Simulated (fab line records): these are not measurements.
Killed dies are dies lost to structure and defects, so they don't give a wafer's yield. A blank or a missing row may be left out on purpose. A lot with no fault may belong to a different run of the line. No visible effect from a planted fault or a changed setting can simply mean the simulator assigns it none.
Split-lot trial ; flow n5 finfet ; 21 wafers read from 7 lots, route of 1938 steps

SPLIT DETAILS
At N5_PMOS_HMC_CHANNEL_EPI_EXPOSE_06 (exposes mask PMOS HMC BLK, target cd 240 nm), the setting dose mj was moved away from the recipe's 41 on 6 of the 21 wafers read, by -7.3% to +7.3%. All remaining wafers had this setting at the recipe value.

FROM THE SPLIT TO THE READING: what the file shows between them, 2 steps
- N5_PMOS_HMC_CHANNEL_EPI_PEB_07: peb time 60 s
- N5_PMOS_HMC_CHANNEL_EPI_DEVELOP_08: develop time 30 s

THE READING
cd nm (nm) at N5_PMOS_HMC_CHANNEL_EPI_CD_MEAS_09, where the cd target is 237.4 nm. A value of 237.0 nm with a standard deviation of 0.8 nm is what fault-free wafers of this fab line usually give.

wafer;tool, chamber at the split;dose mj as run;against the recipe;cd nm, nm;against lot-mates on the recipe
L074.1;arfi scanner-03, 0;41;recipe;237.0;-
L074.3;arfi scanner-03, 0;41;recipe;237.8;-
L074.6;arfi scanner-03, 0;41;recipe;236.3;-
L080.1;arfi scanner-02, 0;41;recipe;237.3;-
L080.2;arfi scanner-02, 0;41;recipe;237.5;-
L080.6;arfi scanner-02, 0;41;recipe;238.9;-
L087.2;arfi scanner-01, 0;41;recipe;236.4;-
L087.4;arfi scanner-01, 0;43.36;+5.8%;242.3;+5.4
L087.5;arfi scanner-01, 0;41;recipe;237.5;-
L088.2;arfi scanner-01, 0;43.44;+6.0%;242.4;+5.0
L088.5;arfi scanner-01, 0;41;recipe;237.4;-
L088.6;arfi scanner-01, 0;43.44;+6.0%;242.3;+4.9
L090.1;arfi scanner-03, 0;41;recipe;238.0;-
L090.3;arfi scanner-03, 0;41;recipe;238.2;-
L090.6;arfi scanner-03, 0;41;recipe;238.0;-
L093.1;arfi scanner-03, 0;43.98;+7.3%;242.9;+5.6
L093.4;arfi scanner-03, 0;43.98;+7.3%;242.7;+5.4
L093.6;arfi scanner-03, 0;41;recipe;237.3;-
L095.3;arfi scanner-01, 0;38.02;-7.3%;231.0;-5.9
L095.4;arfi scanner-01, 0;41;recipe;237.0;-
L095.6;arfi scanner-01, 0;41;recipe;236.8;-

FIT RESULTS
A straight line over all 21 wafers: cd nm changes by +0.811 nm for each +1% of dose mj; r = +0.98; the points scatter about the line by 0.63 nm.
The same after taking each lot's own level away (the mean of its wafers on the recipe; 21 wafers): +0.809 nm for each +1%; r = +0.99; scatter 0.47 nm.
According to that fit, moving dose mj by its largest amount changes the reading by 5.9 nm.
Measured against the standard deviation above, the lots' own levels, which go from 236.90 to 238.07 nm, span 1.5 times it.
Hence the lot-to-lot level has little effect on the slope; both slopes agree.
Check: for one of the wafers moved furthest among these (-7.3%), held out of the fit, the line's prediction against its lot-mates is -5.86 nm. Against them it came out at -5.9 nm.

FURTHER SPLITS ON THESE WAFERS
Note: prior to the reading, these wafers also went through further splits. Each is held against what the fit with the lots' levels taken away leaves over:
other split on the same wafers;wafers away from the commonest value;r with cd nm (lot level and that fit taken away)
N5_PMOS_HMC_CHANNEL_EPI_COAT_03 spin rpm;4;-0.30

THE WHOLE CHAIN: every reading that the file lists as answering this split, in the file's order
step;what it does;reading;change (the file's fit);r (the file's)
N5_PMOS_HMC_CHANNEL_EPI_CD_MEAS_09;target cd 237.4 nm;cd nm;+0.827 nm for each +1% of the setting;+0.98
N5_PMOS_HMC_CHANNEL_EPI_DESCUM_14;chemistry O2, time 7.9 s;PMOS_HMC_CHANNEL_EPI.cd nm (the simulator's own value, which no gauge read);+0.825 nm for each +1% of the setting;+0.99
N5_PMOS_HMC_CHANNEL_EPI_ETCH_32;etches BARC in N2/H2, stops on SiO2, target depth 85.8 nm, time 50.3 s;PMOS_HMC_CHANNEL_EPI.cd nm (the simulator's own value, which no gauge read);+0.865 nm for each +1% of the setting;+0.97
N5_PMOS_HMC_CHANNEL_EPI_ETCH_38;etches SiO2 in CF4, target depth 1.5 nm;PMOS_HMC_CHANNEL_EPI.cd nm (the simulator's own value, which no gauge read);+0.866 nm for each +1% of the setting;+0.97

FILE'S OWN FIT
cd nm changes by +0.827 nm for each +1% of dose mj, r = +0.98.
